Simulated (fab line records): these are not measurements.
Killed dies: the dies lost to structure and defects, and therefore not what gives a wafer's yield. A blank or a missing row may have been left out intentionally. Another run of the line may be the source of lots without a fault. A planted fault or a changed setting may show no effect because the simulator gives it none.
fab line records / flow n5-finfet
record lots=4 wafers=12 last-day=16
route steps=1938 shown MOL_CONTACT_COAG@551 BEOL_M4@1111
lots that met no fault: taken from a fault-free run of the same line
start-h: the number of hours between the record's first day and the start of the first shown wafer of the lot / wait-h: hours since the lot's step before / " as in the row above / L1.1+2: a row that stands for several wafers / - no value, or no start given / * or withheld: withheld / < > ~ a bound
route shown NAME@n: NAME is a module with steps in the file, n the number in the route of the first one / usual: mean and standard deviation over wafers with no fault / same: alike in all rows / chamber/n: place in a boat / sites: readings site by site / _std_site: how widely they spread, as a standard deviation / _edge_site: the outer-site mean with the inner-site mean subtracted / radius-mm: how far each site lies from the wafer's centre / mask NAME#n: copy n / behind: tool/chamber where the wafer was last shaped / hold: what put the lot on hold/how long, in hours/how the hold closed / device: which transistor (n, p or np) failed to switch / end of line: tests of these same wafers at the route's end / a step given without rows: its recipe and nothing more / killed: the dies lost at the first sort to structure and to defects; this is not the yield of the wafer / map: per-die view of a wafer (x killed, . not killed, _ where there is no die)
set.NAME: the setting that was run; set.NAME@STEP: the one run at that earlier step / model.NAME: the simulator's own value behind a step, which no gauge read
certain route steps with their lots: each step a table, each wafer a row
services: when a tool's chamber went out of use (start-h, in hours from the record's first day, below 0 if earlier), for how many hours, and the reason
## steps
# step N5_MOL_CONTACT_COAG_SPUTTER_130
# recipe material=Co target-thk-a=475 temp-c=25 chamber-pressure-pa=0.5 power-w=3000
# step N5_MOL_CONTACT_COAG_PRECLEAN_125
# recipe chemistry=DIW time-s=57.5 temp-c=23
# step N5_MOL_CONTACT_COAG_SRD_126
# recipe dry-time-s=32 dry=n2-spin spin-rpm=1500
# step N5_MOL_CONTACT_COAG_CMP_23
# recipe stop-on=SiO2 t-overpolish-s=1.5 post-cmp-clean=cu-alkaline down-force-psi=2 platen-rpm=50.289 pad-velocity-m-s=1.0006 target-thk-nm=0
# step N5_MOL_CONTACT_COAG_WET_ETCH_26
# recipe target=Co target-depth-nm=13
# step N5_MOL_CONTACT_COAG_WET_ETCH_116
# recipe chemistry=SC1-inhibited target-depth-nm=4.6 dry=ipa-marangoni rinse-time-s=30 rinse-temp-c=23
# step N5_MOL_CONTACT_COAG_ALD_27
# recipe material=SiOC target-thk-a=170 temp-c=400 ald-precursor-family=carbosiloxane ald-co-reactant=H2-plasma pulse-time-s=1.5 time-s=2720 purge-time-s=2 co-reactant-purge-time-s=2 ald-cycles=340 pressure-torr=2
# step N5_MOL_CONTACT_COAG_CMP_28
# recipe stop-on=SiNx t-overpolish-s=0.85 post-cmp-clean=alkaline-brush down-force-psi=4.15 platen-rpm=51.8 pad-velocity-m-s=1.0307 target-thk-nm=14.522
# step N5_MOL_CONTACT_COAG_ALD_123
# recipe material=SiNx target-thk-a=50 temp-c=400 ald-precursor-family=SiH2I2 ald-co-reactant=N2/H2-plasma pulse-time-s=1 purge-time-s=2 co-reactant-purge-time-s=2 ald-cycles=100 pressure-torr=2
# step N5_MOL_CONTACT_COAG_PECVD_31
# recipe material=SiO2 target-thk-a=460 temp-c=400 precursor=TEOS/O2 pressure-torr=6.5 rf-w=withheld teos-flow-sccm=withheld gas=O2 flow-sccm=2650 time-s=8.9
lot.wafer=L751.3 tool=pecvd-04 chamber=2 start-h=108.59 wait-h=0.3 since-wet-clean-h=58
lot.wafer=L751.4 tool=pecvd-04 chamber=2 start-h=108.59 wait-h=0.3 since-wet-clean-h=-
lot.wafer=L751.6 tool=pecvd-04 chamber=1 start-h=108.59 wait-h=0.3 since-wet-clean-h=-
lot.wafer=L758.2 tool=pecvd-04 chamber=0 start-h=148.91 wait-h=0.3 since-wet-clean-h=853
lot.wafer=L758.4 tool=pecvd-04 chamber=2 start-h=148.91 wait-h=0.3 since-wet-clean-h=-
lot.wafer=L758.6 tool=pecvd-04 chamber=1 start-h=148.91 wait-h=0.3 since-wet-clean-h=-
lot.wafer=L760.2 tool=pecvd-03 chamber=2 start-h=168.54 wait-h=0.3 since-wet-clean-h=290
lot.wafer=L760.3 tool=pecvd-03 chamber=1 start-h=168.54 wait-h=0.3 since-wet-clean-h=1779
lot.wafer=L760.6 tool=pecvd-03 chamber=2 start-h=168.54 wait-h=0.3 since-wet-clean-h=-
lot.wafer=L761.2 tool=pecvd-04 chamber=1 start-h=172.77 wait-h=0.3 since-wet-clean-h=1602
lot.wafer=L761.5 tool=pecvd-04 chamber=0 start-h=172.77 wait-h=0.3 since-wet-clean-h=-
lot.wafer=L761.6 tool=pecvd-04 chamber=2 start-h=172.77 wait-h=0.3 since-wet-clean-h=-
# step N5_MOL_CONTACT_COAG_COAT_75
# recipe resist=SOC temp-c=250 time-s=60 spin-rpm=1500 resist-thk-nm=60
# step N5_MOL_CONTACT_COAG_COAT_76
# recipe resist=SiARC temp-c=220 time-s=60 spin-rpm=1500 resist-thk-nm=10
# step N5_MOL_CONTACT_COAG_COAT_77
# recipe resist=underlayer temp-c=205 time-s=60 spin-rpm=1500 resist-thk-nm=10
# step N5_MOL_CONTACT_COAG_COAT_78
# recipe resist=CAR-EUV spin-rpm=1500 resist-thk-nm=40
# step N5_MOL_CONTACT_COAG_EBR_80
# recipe solvent=PGMEA ebr-width-mm=1.5
# step N5_MOL_CONTACT_COAG_SOFTBAKE_79
# recipe temp-c=110 time-s=60 resist=CAR-EUV
# step N5_MOL_CONTACT_COAG_EXPOSE_81
# recipe mask-id=VG na=0.33 source-shape=annular sigma-inner=0.3 sigma-outer=0.7 polarization=unpolarized defocus-nm=0 dose-mj=59.5
# step N5_MOL_CONTACT_COAG_PEB_82
# recipe peb-temp-c=100 peb-time-s=60 resist=CAR-EUV
# step N5_MOL_CONTACT_COAG_DEVELOP_83
# recipe develop-time-s=30 developer=TMAH resist=CAR-EUV rinse-liquid=surfactant-rinse dry=air-spin dev-temp-c=23
# step N5_MOL_CONTACT_COAG_DESCUM_88
# recipe chemistry=O2 time-s=7 source-power-w=50 bias-power-w=20 pressure-mtorr=20 rf-frequency-hz=2.712e+07 temp-c=40 resist=CAR-EUV o2-flow-sccm=225
# step N5_MOL_CONTACT_COAG_ETCH_89
# recipe chemistry=N2/H2 target=underlayer target-depth-a=130 mask-material=CAR-EUV time-s=10.4 ion-energy-ev=200 pressure-mtorr=30 source-w=840 bias-w=150 n2-flow-sccm=200 h2-flow-sccm=200 ends=cleared
# step N5_MOL_CONTACT_COAG_ETCH_90
# recipe chemistry=CF4 target=SiARC target-depth-a=130 mask-material=CAR-EUV time-s=21.7 ion-energy-ev=80 pressure-mtorr=40 source-w=545 bias-w=36 Ar_flow_sccm=100 cf4-flow-sccm=100 ends=cleared
# step N5_MOL_CONTACT_COAG_ALD_131
# recipe material=SiO2 target-thk-a=50 temp-c=100 ald-precursor-family=BDEAS ald-co-reactant=O2-plasma pulse-time-s=1 co-reactant-pulse-time-s=1 purge-time-s=2 co-reactant-purge-time-s=2 ald-cycles=35 pressure-torr=2
# step N5_MOL_CONTACT_COAG_ETCHBACK_132
# recipe chemistry=CHF3 target=SiO2 target-depth-a=100 time-s=6.7 ion-energy-ev=200 pressure-mtorr=30 source-w=610 bias-w=170 Ar_flow_sccm=200 CHF3_flow_sccm=50
# step N5_MOL_CONTACT_COAG_ETCH_91
# recipe chemistry=N2/H2 target=SOC target-depth-a=600 overetch-a=210 mask-material=SiARC temp-c=40 time-s=101.2 ion-energy-ev=200 pressure-mtorr=30 source-w=840 bias-w=150 n2-flow-sccm=200 h2-flow-sccm=200
# step N5_MOL_CONTACT_COAG_STRIP_92
# recipe chemistry=N2/H2 temp-c=40 n2-flow-sccm=200 h2-flow-sccm=200 rf-frequency-hz=6e+07
# step N5_MOL_CONTACT_COAG_STRIP_93
# recipe chemistry=N2/H2 temp-c=40 n2-flow-sccm=200 h2-flow-sccm=200 rf-frequency-hz=6e+07
# step N5_MOL_CONTACT_COAG_ETCHBACK_135
# recipe chemistry=CHF3 target=SiO2 target-depth-a=250 time-s=16.7 ion-energy-ev=200 pressure-mtorr=30 source-w=610 bias-w=170 Ar_flow_sccm=200 CHF3_flow_sccm=50
# step N5_MOL_CONTACT_COAG_STRIP_118
# recipe chemistry=CHF3 resist=SiARC rf-frequency-hz=6e+07
# step N5_MOL_CONTACT_COAG_VIA_ETCH_46
# recipe chemistry=C4F6/O2 target-depth-a=460 overetch-a=92 mask-material=SOC target=SiO2 bias-w=455 pressure-mtorr=10 time-s=40 source-w=325 Ar_flow_sccm=300 C4F6_flow_sccm=10 O2_flow_sccm=10 ion-energy-ev=575.3 ends=end-point
# step N5_MOL_CONTACT_COAG_STRIP_96
# recipe chemistry=N2/H2 power-w=500 temp-c=40 pressure-mtorr=50 rf-frequency-hz=6e+07 overash-fraction=0.3 bias-power-w=28 h2-frac=0.5 n2-flow-sccm=300 h2-flow-sccm=300
# step N5_MOL_CONTACT_COAG_ETCH_47
# recipe chemistry=CH3F/O2 target=SiNx target-depth-a=270 mask-material=SiO2 stop-on=W over-etch-frac=0.2 ion-energy-ev=120 endpoint=OES-CN pressure-mtorr=30 source-w=395 bias-w=73 Ar_flow_sccm=150 CH3F_flow_sccm=30 O2_flow_sccm=20 ends=end-point
# step N5_MOL_CONTACT_COAG_STRIP_119
# recipe chemistry=N2/H2 time-s=30 power-w=1000 temp-c=250 pressure-mtorr=withheld n2-flow-sccm=1750 h2-flow-sccm=3250
# step N5_MOL_CONTACT_COAG_PRECLEAN_144
# recipe chemistry=alkaline-clean temp-c=60 time-s=60 do-ppb=50
# step N5_MOL_CONTACT_COAG_SRD_145
# recipe dry=ipa-marangoni time-s=30 temp-c=23 rinse-liquid=diw
# step N5_MOL_CONTACT_COAG_THK_MEAS_53
# recipe reads=SiO2_of_MOL_CONTACT_COAG_PECVD_31
# usual VIA_MOL_THK=43.7/0.59
lot.wafer=L751.3 tool=film-metro-02 chamber=- start-h=112.14 wait-h=- VIA_MOL_THK[nm]=44.0
lot.wafer=L751.4 tool=film-metro-02 chamber=- start-h=112.14 wait-h=- VIA_MOL_THK[nm]=44.7
lot.wafer=L751.6 tool=film-metro-02 chamber=- start-h=112.14 wait-h=- VIA_MOL_THK[nm]=45.0
lot.wafer=L758.2 tool=film-metro-01 chamber=- start-h=152.67 wait-h=- VIA_MOL_THK[nm]=37.5
lot.wafer=L758.4 tool=film-metro-01 chamber=- start-h=152.67 wait-h=- VIA_MOL_THK[nm]=44.3
lot.wafer=L758.6 tool=film-metro-01 chamber=- start-h=152.67 wait-h=- VIA_MOL_THK[nm]=44.2
lot.wafer=L760.2 tool=film-metro-02 chamber=- start-h=172.62 wait-h=- VIA_MOL_THK[nm]=42.3
lot.wafer=L760.3 tool=film-metro-02 chamber=- start-h=172.62 wait-h=- VIA_MOL_THK[nm]=42.7
lot.wafer=L760.6 tool=film-metro-02 chamber=- start-h=172.62 wait-h=- VIA_MOL_THK[nm]=43.5
lot.wafer=L761.2 tool=film-metro-02 chamber=- start-h=177.17 wait-h=- VIA_MOL_THK[nm]=43.5
lot.wafer=L761.5 tool=film-metro-02 chamber=- start-h=177.17 wait-h=- VIA_MOL_THK[nm]=37.8
lot.wafer=L761.6 tool=film-metro-02 chamber=- start-h=177.17 wait-h=- VIA_MOL_THK[nm]=44.1
# step N5_BEOL_M4_RC_MEAS_101
# usual DIBL_N=36.4/1.4 DIBL_P=36.4/1.5 IOFF_N=0.156/0.022 IOFF_P=0.210/0.023 ION_N=675/9.1 ION_P=463/5.7 SS_N=71.6/0.45 SS_P=73.3/0.56 VT_N=250/3.1 VT_P=-250.3/2.3
lot.wafer=L751.3 tool=prober-02 chamber=0 start-h=222.31 wait-h=0.3 DIBL_N[mV/V]=34.3 DIBL_P[mV/V]=35.7 IOFF_N[nA/um]=0.142 IOFF_P[nA/um]=0.197 ION_N[uA/um]=676 ION_P[uA/um]=461 SS_N[mV/dec]=71.1 SS_P[mV/dec]=73.2 VT_N[mV]=250 VT_P[mV]=-248.7
lot.wafer=L751.4 tool=prober-02 chamber=0 start-h=222.31 wait-h=0.3 DIBL_N[mV/V]=35.4 DIBL_P[mV/V]=36.7 IOFF_N[nA/um]=0.159 IOFF_P[nA/um]=0.208 ION_N[uA/um]=681 ION_P[uA/um]=459 SS_N[mV/dec]=71.0 SS_P[mV/dec]=72.6 VT_N[mV]=248 VT_P[mV]=-250.5
lot.wafer=L751.6 tool=prober-02 chamber=0 start-h=222.31 wait-h=0.3 DIBL_N[mV/V]=35.1 DIBL_P[mV/V]=36.3 IOFF_N[nA/um]=0.151 IOFF_P[nA/um]=0.209 ION_N[uA/um]=669 ION_P[uA/um]=460 SS_N[mV/dec]=70.4 SS_P[mV/dec]=73.2 VT_N[mV]=248 VT_P[mV]=-247.9
lot.wafer=L758.2 tool=prober-01 chamber=0 start-h=249.31 wait-h=0.2 DIBL_N[mV/V]=35.5 DIBL_P[mV/V]=35.9 IOFF_N[nA/um]=0.131 IOFF_P[nA/um]=0.182 ION_N[uA/um]=667 ION_P[uA/um]=459 SS_N[mV/dec]=71.7 SS_P[mV/dec]=72.6 VT_N[mV]=256 VT_P[mV]=-250.9
lot.wafer=L758.4 tool=prober-01 chamber=0 start-h=249.31 wait-h=0.2 DIBL_N[mV/V]=35.2 DIBL_P[mV/V]=36.1 IOFF_N[nA/um]=0.131 IOFF_P[nA/um]=0.184 ION_N[uA/um]=666 ION_P[uA/um]=454 SS_N[mV/dec]=71.9 SS_P[mV/dec]=72.8 VT_N[mV]=258 VT_P[mV]=-252.4
lot.wafer=L758.6 tool=prober-01 chamber=0 start-h=249.31 wait-h=0.2 DIBL_N[mV/V]=35.7 DIBL_P[mV/V]=36.6 IOFF_N[nA/um]=0.135 IOFF_P[nA/um]=0.188 ION_N[uA/um]=669 ION_P[uA/um]=458 SS_N[mV/dec]=71.7 SS_P[mV/dec]=72.8 VT_N[mV]=255 VT_P[mV]=-252.5
lot.wafer=L761.2 tool=prober-01 chamber=0 start-h=257.46 wait-h=0.2 DIBL_N[mV/V]=34.8 DIBL_P[mV/V]=34.8 IOFF_N[nA/um]=0.123 IOFF_P[nA/um]=0.179 ION_N[uA/um]=656 ION_P[uA/um]=450 SS_N[mV/dec]=71.4 SS_P[mV/dec]=73.2 VT_N[mV]=256 VT_P[mV]=-254.4
lot.wafer=L761.5 tool=prober-01 chamber=0 start-h=257.46 wait-h=0.2 DIBL_N[mV/V]=36.0 DIBL_P[mV/V]=36.2 IOFF_N[nA/um]=0.136 IOFF_P[nA/um]=0.194 ION_N[uA/um]=660 ION_P[uA/um]=464 SS_N[mV/dec]=71.5 SS_P[mV/dec]=74.0 VT_N[mV]=255 VT_P[mV]=-252.4
lot.wafer=L761.6 tool=prober-01 chamber=0 start-h=257.46 wait-h=0.2 DIBL_N[mV/V]=37.7 DIBL_P[mV/V]=37.9 IOFF_N[nA/um]=0.170 IOFF_P[nA/um]=0.232 ION_N[uA/um]=671 ION_P[uA/um]=461 SS_N[mV/dec]=72.1 SS_P[mV/dec]=73.5 VT_N[mV]=252 VT_P[mV]=-250.2
lot.wafer=L760.2 tool=prober-02 chamber=0 start-h=264.84 wait-h=0.2 DIBL_N[mV/V]=35.3 DIBL_P[mV/V]=36.3 IOFF_N[nA/um]=0.129 IOFF_P[nA/um]=0.206 ION_N[uA/um]=658 ION_P[uA/um]=463 SS_N[mV/dec]=71.5 SS_P[mV/dec]=73.3 VT_N[mV]=256 VT_P[mV]=-250.7
lot.wafer=L760.3 tool=prober-02 chamber=0 start-h=264.84 wait-h=0.2 DIBL_N[mV/V]=36.1 DIBL_P[mV/V]=36.3 IOFF_N[nA/um]=0.136 IOFF_P[nA/um]=0.203 ION_N[uA/um]=671 ION_P[uA/um]=461 SS_N[mV/dec]=72.2 SS_P[mV/dec]=73.5 VT_N[mV]=254 VT_P[mV]=-250.2
lot.wafer=L760.6 tool=prober-02 chamber=0 start-h=264.84 wait-h=0.2 DIBL_N[mV/V]=36.7 DIBL_P[mV/V]=37.7 IOFF_N[nA/um]=0.145 IOFF_P[nA/um]=0.223 ION_N[uA/um]=664 ION_P[uA/um]=461 SS_N[mV/dec]=71.9 SS_P[mV/dec]=73.4 VT_N[mV]=253 VT_P[mV]=-249.0
## services
tool=pecvd-03 chamber=1 start-h=96.80 hours=2.1 kind=scheduled-down
tool=pecvd-03 chamber=- start-h=98.90 hours=2.8 kind=pm
tool=pecvd-04 chamber=1 start-h=131.32 hours=2.1 kind=scheduled-down
tool=pecvd-03 chamber=- start-h=154.73 hours=0.5 kind=repair
tool=pecvd-03 chamber=0 start-h=155.34 hours=5.5 kind=scheduled-down
## key
first-sign step=N5_MOL_CONTACT_COAG_THK_MEAS_53 reading=VIA_MOL_THK direction=down sigmas=10 usual=43.7 struck=37.7
effect none on later readings
met-at N5_MOL_CONTACT_COAG_PECVD_31
struck-wafers L758.2,L761.5
fault kind=site-profile-drift tool=pecvd-04 chamber=0 onset-h=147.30 steps=N5_MOL_CONTACT_COAG_PECVD_31 basis=fraction max-abs-drift=0.31008 slope-share-per-hr=68.908 site-pattern=0,0,0,0,0,-1,-1,-1,-1
